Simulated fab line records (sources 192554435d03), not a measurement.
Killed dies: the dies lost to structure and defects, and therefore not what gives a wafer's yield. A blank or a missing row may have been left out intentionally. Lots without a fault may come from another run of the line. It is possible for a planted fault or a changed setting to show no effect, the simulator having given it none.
Which of the tools did it? ; flow n5 finfet ; 10 lots with 30 wafers sampled at 5 steps, on a route of 1938 steps

WHAT EACH GAUGE READ, for each wafer
N5_BEOL_M0_SAQP_OVL_MEAS_15. Usual: for M0_CORE_OVL the level is -0.4 nm and the standard deviation is 0.82.
lot;measured;on;M0_CORE_OVL (nm);flag
L152;day 6 19:43;overlay-01;-0.1 0.2 -1.2;
L154;day 7 15:29;overlay-02;-1.2 -1.0 -0.4;
L156;day 8 01:14;overlay-02;-0.1 -0.1 -1.4;
L158;day 8 09:36;overlay-01;-0.1 0.2 0.6;
L160;day 8 18:13;overlay-02;-1.4 0.1 -0.6;
L164;day 9 22:58;overlay-02;0.1 -0.5 -0.6;
L165;day 10 00:07;overlay-01;-1.0 -1.2 -1.2;
L166;day 10 03:47;overlay-01;-1.1 -1.8 -1.9;
L169;day 11 00:22;overlay-01;-2.1 -1.6 -0.6;
L170;day 11 04:23;overlay-01;0.5 2.3 0.8;

N5_BEOL_M4_RC_MEAS_101. Usual: DIBL_N 36.6 mV/V, standard deviation 1.1; DIBL_P 36.7 mV/V, standard deviation 1.5; IOFF_N 0.155 nA/um, standard deviation 0.019; IOFF_P 0.208 nA/um, standard deviation 0.025; ION_N 673 uA/um, standard deviation 8.5; ION_P 462 uA/um, standard deviation 5.9; SS_N 71.6 mV/dec, standard deviation 0.58; SS_P 73.5 mV/dec, standard deviation 0.51; VT_N 250.7 mV, standard deviation 2.4; VT_P -251 mV, standard deviation 3.
lot;measured;on;DIBL_N (mV/V);DIBL_P (mV/V);IOFF_N (nA/um);IOFF_P (nA/um);ION_N (uA/um);ION_P (uA/um);SS_N (mV/dec);SS_P (mV/dec);VT_N (mV);VT_P (mV);flag
L152;day 12 02:20;prober-02;35.4 36.5 36.4;36.4 38.0 36.8;0.151 0.175 0.169;0.210 0.231 0.221;671 682 678;465 470 462;71.2 72.3 71.8;73.6 73.7 73.4;248.0 250.3 248.5;-250 -248 -249;
L154;day 12 12:07;prober-01;38.0 36.2 38.2;37.6 37.0 38.8;0.171 0.148 0.170;0.246 0.239 0.265;662 671 665;462 469 467;71.5 71.7 71.8;73.6 73.6 73.6;251.7 249.9 247.1;-245 -246 -246;
L156;day 11 18:16;prober-01;36.0 36.3 35.6;37.5 38.4 37.4;0.148 0.157 0.148;0.199 0.213 0.197;669 664 672;454 455 457;71.9 72.2 71.7;73.9 74.1 73.5;252.7 249.3 252.7;-250 -252 -253;
L158;day 12 23:29;prober-02;38.2 39.0 38.6;36.0 36.8 36.1;0.160 0.180 0.167;0.211 0.227 0.211;685 676 676;470 462 461;71.6 71.5 71.5;73.7 73.5 72.9;248.9 244.7 250.7;-250 -250 -249;
L160;day 13 18:49;prober-02;35.0 36.7 35.6;35.5 37.0 36.5;0.156 0.173 0.162;0.220 0.237 0.226;674 674 679;467 463 466;72.4 72.5 71.6;73.4 73.5 72.8;250.1 248.2 250.3;-248 -248 -247;
L164;day 15 06:02;prober-01;36.6 37.4 37.7;36.6 38.0 38.4;0.146 0.164 0.167;0.185 0.200 0.201;673 673 683;457 457 467;70.9 72.1 72.1;73.4 73.1 74.0;251.3 249.9 250.7;-254 -254 -252;
L165;day 14 13:06;prober-02;36.6 37.0 36.6;36.4 36.2 36.0;0.154 0.161 0.151;0.181 0.184 0.178;683 682 686;459 463 460;71.6 71.1 72.5;74.2 73.7 73.2;249.8 249.2 250.2;-256 -253 -253;
L166;day 14 08:22;prober-01;37.6 35.8 37.0;37.0 35.7 36.6;0.159 0.132 0.149;0.202 0.175 0.185;665 674 665;456 458 455;71.7 71.4 71.3;73.6 73.3 73.8;250.7 252.7 250.0;-251 -255 -254;
L169;day 16 12:02;prober-02;36.7 36.7 36.0;37.5 37.0 36.0;0.168 0.166 0.152;0.178 0.170 0.169;679 671 658;450 443 443;72.5 71.5 71.6;73.2 72.9 73.0;250.9 251.7 250.1;-256 -255 -256;
L170;day 16 06:34;prober-02;36.8 37.9 34.4;36.1 37.3 32.9;0.155 0.179 0.123;0.218 0.236 0.166;681 696 668;469 468 455;72.4 71.5 71.7;73.6 74.0 72.3;247.5 247.6 252.1;-249 -251 -254;

EACH LOT AND THE TOOL THAT RAN IT (in order: tool; ch and the chambers of the sampled wafers; start)
lot;N5_MOL_CONTACT_COAG_STRIP_72;N5_MOL_CONTACT_COAG_CMP_52;N5_BEOL_M0_SAQP_COAT_08
L152;rie diel-01 ch 1,2, day 6 10:52;cmp-01 ch 1,2,3, day 6 11:37;litho track-03 ch 0, day 6 19:27
L154;rie diel-01 ch 0,2,3, day 7 07:51;cmp-02 ch 0,1, day 7 08:33;litho track-03 ch 0, day 7 15:05
L156;rie diel-04 ch 2,3, day 7 16:26;cmp-01 ch 0,1, day 7 17:10;litho track-01 ch 0, day 8 00:58
L158;rie diel-04 ch 0,3, day 8 01:52;cmp-02 ch 0,1,3, day 8 02:42;litho track-03 ch 0, day 8 09:13
L160;rie diel-03 ch 0,3, day 8 09:47;cmp-02 ch 2,3, day 8 10:30;litho track-03 ch 0, day 8 17:49
L164;rie diel-01 ch 0,1,3, day 9 14:04;cmp-02 ch 0,1,2, day 9 14:47;litho track-01 ch 0, day 9 22:42
L165;rie diel-01 ch 2,3, day 9 16:45;cmp-04 ch 0,1,2, day 9 17:39;litho track-01 ch 0, day 9 23:43
L166;rie diel-04 ch 0,2,3, day 9 21:46;cmp-01 ch 0,1,3, day 9 22:26;litho track-01 ch 0, day 10 03:31
L169;rie diel-01 ch 0,2,3, day 10 17:09;cmp-01 ch 0,1,2, day 10 17:58;litho track-01 ch 0, day 11 00:06
L170;rie diel-03 ch 0,3, day 10 22:44;cmp-02 ch 2,3, day 10 23:25;litho track-03 ch 0, day 11 03:59
- N5_MOL_CONTACT_COAG_STRIP_72: strips in N2/H2.
- N5_MOL_CONTACT_COAG_CMP_52: polishes, stops on SiO2, t overpolish 1.5 s, target thk 66.5 nm.
- N5_BEOL_M0_SAQP_COAT_08: resist thk 90 nm.

AS READ BY THE TOOLS THEMSELVES (means over the sampled wafers that have a number; for cases with no such wafer, the mark the record gives instead)
N5_MOL_CONTACT_COAG_STRIP_72. Usual: drypump motor current A 5.8 A, standard deviation 0.54; oes product au 0.77 a.u., standard deviation 0.08; rf vpp V 59.3 V, standard deviation 2.1; showerhead plenum p Torr 2.54 Torr, standard deviation 0.082; throttle valve pct 23.68 %, standard deviation 0.26.
lot;tool;drypump motor current A (A);oes product au (a.u.);rf vpp V (V);showerhead plenum p Torr (Torr);throttle valve pct (%);flag
L152;rie diel-01;5.6;0.82;60.2;2.55;23.78;
L154;rie diel-01;5.7;0.84;60.0;2.53;23.76;
L156;rie diel-04;5.5;0.69;60.5;2.48;23.76;
L158;rie diel-04;5.9;0.72;58.0;2.48;23.81;
L160;rie diel-03;5.5;0.74;58.4;2.53;23.29;
L164;rie diel-01;6.1;0.86;57.8;2.49;23.49;
L165;rie diel-01;5.6;0.75;58.9;2.53;23.83;
L166;rie diel-04;5.7;0.69;59.7;2.48;23.82;
L169;rie diel-01;5.7;0.80;59.2;2.52;23.79;
L170;rie diel-03;5.6;0.71;58.0;2.52;23.31;

N5_MOL_CONTACT_COAG_CMP_52. Usual: motor current A 12.4 A, standard deviation 1.2; overpolish run s 1.500 s, standard deviation 0.0091; pad life wafers 1193, standard deviation 550; platen rpm 50.29 rpm, standard deviation 0.032; time to endpoint s 13.5 s, standard deviation 1.8.
lot;tool;motor current A (A);overpolish run s (s);pad life wafers;platen rpm (rpm);time to endpoint s (s);flag
L152;cmp-01;12.6;1.504;812;50.31;12.8;
L154;cmp-02;12.6;1.499;1567;50.25;13.6;
L156;cmp-01;12.8;1.496;1094;50.25;12.9;
L158;cmp-02;11.9;1.495;1737;50.29;14.1;
L160;cmp-02;13.0;1.502;1790;50.28;13.9;
L164;cmp-02;13.0;1.492;1970;50.28;15.8;
L165;cmp-04;10.9;1.505;273;50.30;15.2;
L166;cmp-01;13.0;1.496;1466;50.28;14.4;
L169;cmp-01;12.6;1.491;1604;50.27;14.1;
L170;cmp-02;12.8;1.503;96;50.27;12.5;

N5_BEOL_M0_SAQP_COAT_08. Usual: spin speed rpm reads 1499.9 rpm (standard deviation 1).
lot;tool;spin speed rpm (rpm);flag
L152;litho track-03;1498.1;
L154;litho track-03;1499.6;
L156;litho track-01;1499.5;
L158;litho track-03;1804.0;OFF
L160;litho track-03;1803.5;OFF
L164;litho track-01;1500.2;
L165;litho track-01;1499.1;
L166;litho track-01;1500.6;
L169;litho track-01;1499.4;
L170;litho track-03;1500.6;

THE ANSWER, worked out from the rows above alone
Rule: a lot is off if the mean of its wafers that have a number lies more than 3 standard deviations from the usual mean. Also off: a lot with no number at a reading for which 4 or more lots have one. Where the step has rows for the other lots, those lots are counted as sound. After the gauges, taken in route order, come the tools' own readings; for these a lot's mean is taken, as printed above. At the first step where some lot is off, the reading lying furthest off is the one used; lots without a number count as furthest.
Off: L158, L160, at N5_BEOL_M0_SAQP_COAT_08 (spin speed rpm).
If a tool, at that step or one of the process steps before it, ran each lot that is off and ran no sound lot following the first of them, it fits. None of those tried fits.

WHAT WAS PUT IN BY THE SIMULATOR
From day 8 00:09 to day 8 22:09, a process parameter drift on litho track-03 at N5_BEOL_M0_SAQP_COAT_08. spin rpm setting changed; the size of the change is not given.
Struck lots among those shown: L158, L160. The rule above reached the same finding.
